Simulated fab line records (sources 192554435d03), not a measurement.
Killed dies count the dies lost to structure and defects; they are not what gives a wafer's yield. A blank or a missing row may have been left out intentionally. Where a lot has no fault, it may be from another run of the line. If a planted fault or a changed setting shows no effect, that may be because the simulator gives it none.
A struck lot beside a sound one	flow n5Finfet	15 out of 1938 route steps
Sound: the wafers L845.2, L845.4, L845.6. Wafers struck: L852.2, L852.4, L852.5. The cause is named last.
Per side, at each step with rows, come the tool, then ch with its chambers, and then its first start. Under that, the readings that differ: sound wafers	struck wafers	difference of the means	sigmas: that difference in standard deviations of wafers without a fault.
alike: a reading whose means differ by less than 2 such deviations, as well as words and numbers matching on both sides. not compared: withheld readings; readings where some wafer has no value; bounds like >300 that might hide an equal value; numbers whose values overlap and for which the record gives no deviation.
A row with sigmas, a row that says differs or no value, or rows on one side alone: a step with any of these is where the two part. When numbers do not overlap yet have no deviation, they are printed without sigmas and do not part them. A reading that every wafer of one side lacks parts them only if that side has two wafers or more.

N5_BEOL_M6_OCD_MEAS_38:
  sound on ocd-02, day 10 21:14; struck on ocd-02, day 13 15:56
  alike: trenchDepthNm
then, 4 steps without rows for these wafers: N5_BEOL_M6_HM_STRIP_39 (strips TiN in peroxide tin strip, target depth 25 nm, time 158 s); N5_BEOL_M6_SRD_40 (time 30 s); N5_BEOL_M6_PRECLEAN_42 (cleans in residue remover, time 60 s); N5_BEOL_M6_SRD_43 (time 30 s).
N5_BEOL_M6_CD_MEAS_35: target cd 40 nm, target cd y 28 nm.
  sound on cdSem-03, day 10 21:23; struck on cdSem-03, day 13 16:05
  alike: cdNm
N5_BEOL_M6_CURE_75: cures SiCOH lowk, time 120 s.
  sound on uvCure-02 ch 1, day 10 21:28; struck on uvCure-01 ch 0, day 13 16:11
reading	sound	struck	difference	sigmas
wafer_temp_C_max	372.6 372.5 373.2	371.6 371.2 371.5	-1.3	-3
  alike: lampPowerPct
N5_BEOL_M6_DEGAS_44: time 60 s.
  sound on pvdSputter-02, day 10 23:39; struck on pvdSputter-02, day 13 16:31
  alike: heaterPowerW
N5_BEOL_M6_PRE_CLEAN_45: time 30 s.
  sound on pvdSputter-02, day 10 23:41; struck on pvdSputter-02, day 13 16:33
  alike: heaterPowerW
N5_BEOL_M6_ALD_77: deposits TaN, target thk 2 nm, pulse time 2 s, purge time 3 s.
  sound on aldMetal-01 ch 0,1, day 10 23:45; struck on aldMetal-04 ch 0,1,3, day 13 16:37
  alike: chamberPressureTorr, heaterPowerOuterW, heaterPowerW, precursorVesselCarrierSccm, precursorVesselTempC
N5_BEOL_M6_SURFACE_TREAT_79:
  sound on pvdSputter-03, day 11 00:02; struck on pvdSputter-01, day 13 16:59
  not compared: throttleValvePct
then, 1 step without rows for these wafers: N5_BEOL_M6_CVD_78 (deposits Co from CCTBA/H2, target thk 2 nm, time 142.3 s).
N5_BEOL_M6_SPUTTER_48: material Cu, target thk 10 nm, time 1.667 s.
  sound on pvdSputter-01, day 11 00:14; struck on pvdSputter-03, day 13 17:10
reading	sound	struck	difference	sigmas
cathodeDcPowerW (W)	25998 25996 26006	28211 28210 28209	+2210	+99 or more
  alike: throttleValvePct
then, 2 steps without rows for these wafers: N5_BEOL_M6_ECD_50 (material Cu, target thk 300 nm); N5_PASSIVATION_PROBE_49.

WHERE THEY PART
At N5_BEOL_M6_CURE_75 first; at N5_BEOL_M6_SPUTTER_48 last (within this record only).

WHY: what the simulator had put in
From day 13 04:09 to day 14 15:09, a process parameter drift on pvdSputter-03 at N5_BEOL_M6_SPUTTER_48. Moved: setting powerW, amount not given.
